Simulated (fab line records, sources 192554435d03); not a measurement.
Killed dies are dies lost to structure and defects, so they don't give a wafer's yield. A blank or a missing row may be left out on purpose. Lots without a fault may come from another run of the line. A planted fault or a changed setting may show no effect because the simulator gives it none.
Split-lot experiment | flow n5_finfet | 7 lots, 21 wafers read, on a route of 1938 steps

THE SPLIT
At N5_BEOL_M3_ETCH_41 (etches SiCN in CH3F/O2, target depth 29.9 nm, time 52.5 s), the setting target_depth_a was moved away from the recipe's 299 angstrom on 6 of the 21 wafers read, by -10.8% to +8.5%. The other wafers ran this setting at the recipe's value.

The reading is taken at the split's own step.

THE READING
etch.depth_nm (the simulator's own value, which no gauge read), in nm, at N5_BEOL_M3_ETCH_41 (etches SiCN in CH3F/O2, target depth 29.9 nm, time 52.5 s). The file gives no usual value for it. The 15 wafers here that ran the recipe average 19.78 nm, standard deviation 0.31 nm.

wafer  | tool, chamber at the split | target_depth_a as run, angstrom | against the recipe | etch.depth_nm, nm | against lot-mates on the recipe
L075.2 | rie_diel-05, 1             | 299                             | recipe             | 19.68             | -
L075.3 | rie_diel-05, 0             | 299                             | recipe             | 20.17             | -
L075.6 | rie_diel-05, 3             | 266.8                           | -10.8%             | 17.71             | -2.21
L074.2 | rie_diel-03, 0             | 299                             | recipe             | 19.38             | -
L074.3 | rie_diel-03, 3             | 299                             | recipe             | 19.45             | -
L074.4 | rie_diel-03, 1             | 309.6                           | +3.5%              | 20.58             | +1.16
L077.1 | rie_diel-03, 2             | 324.4                           | +8.5%              | 21.62             | +1.72
L077.5 | rie_diel-03, 2             | 324.4                           | +8.5%              | 21.59             | +1.69
L077.6 | rie_diel-03, 1             | 299                             | recipe             | 19.9              | -
L078.1 | rie_diel-03, 1             | 299                             | recipe             | 20.08             | -
L078.3 | rie_diel-03, 0             | 299                             | recipe             | 19.96             | -
L078.6 | rie_diel-03, 0             | 299                             | recipe             | 19.69             | -
L088.2 | rie_diel-01, 1             | 277.1                           | -7.3%              | 18.53             | -0.72
L088.4 | rie_diel-01, 0             | 277.1                           | -7.3%              | 18.49             | -0.76
L088.5 | rie_diel-01, 3             | 299                             | recipe             | 19.25             | -
L095.1 | rie_diel-05, 1             | 299                             | recipe             | 19.39             | -
L095.3 | rie_diel-05, 3             | 299                             | recipe             | 19.64             | -
L095.5 | rie_diel-05, 2             | 299                             | recipe             | 20.33             | -
L096.1 | rie_diel-05, 0             | 299                             | recipe             | 19.86             | -
L096.3 | rie_diel-05, 2             | 299                             | recipe             | 20.03             | -
L096.5 | rie_diel-05, 0             | 299                             | recipe             | 19.83             | -

THE FIT
A straight line over all 21 wafers: etch.depth_nm changes by +0.197 nm for each +1% of target_depth_a; r = +0.95; the points scatter about the line by 0.28 nm.
The same after taking each lot's own level away (the mean of its wafers on the recipe; 21 wafers): +0.179 nm for each +1%; r = +0.94; scatter 0.29 nm.
On that fit, the largest move of target_depth_a shifts the reading by 1.9 nm.
The lots' own levels span 19.250 to 19.925 nm, that is 2.2 times the standard deviation above.
So the lot-to-lot level changes the slope little: the two slopes agree.
Check: with one of the wafers moved furthest among these (-10.8%) left out of the fit, the line predicts -1.66 nm for it against its lot-mates. It came out at -2.21 nm against them.

OTHER SPLITS ON THESE WAFERS
These wafers also went through other splits before the reading. Each is held against what the fit with the lots' levels taken away leaves over:
other split on the same wafers   | wafers away from the commonest value | r with etch.depth_nm (lot level and that fit taken away)
N5_BEOL_M0_SAQP_DESCUM_45 time_s | 7                                    | -0.03
N5_BEOL_M1_COAT_05 spin_rpm      | 9                                    | -0.36
N5_BEOL_M1_ETCH_64 time_s        | 10                                   | -0.08
N5_BEOL_M2_COAT_67 spin_rpm      | 7                                    | -0.09
N5_BEOL_M2_COAT_68 spin_rpm      | 6                                    | -0.39
N5_BEOL_M3_PECVD_72 temp_c       | 7                                    | +0.24
N5_BEOL_M3_COAT_62 spin_rpm      | 10                                   | -0.04

THE FILE'S OWN FIT
etch.depth_nm changes by +0.188 nm for each +1% of target_depth_a, r = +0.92.
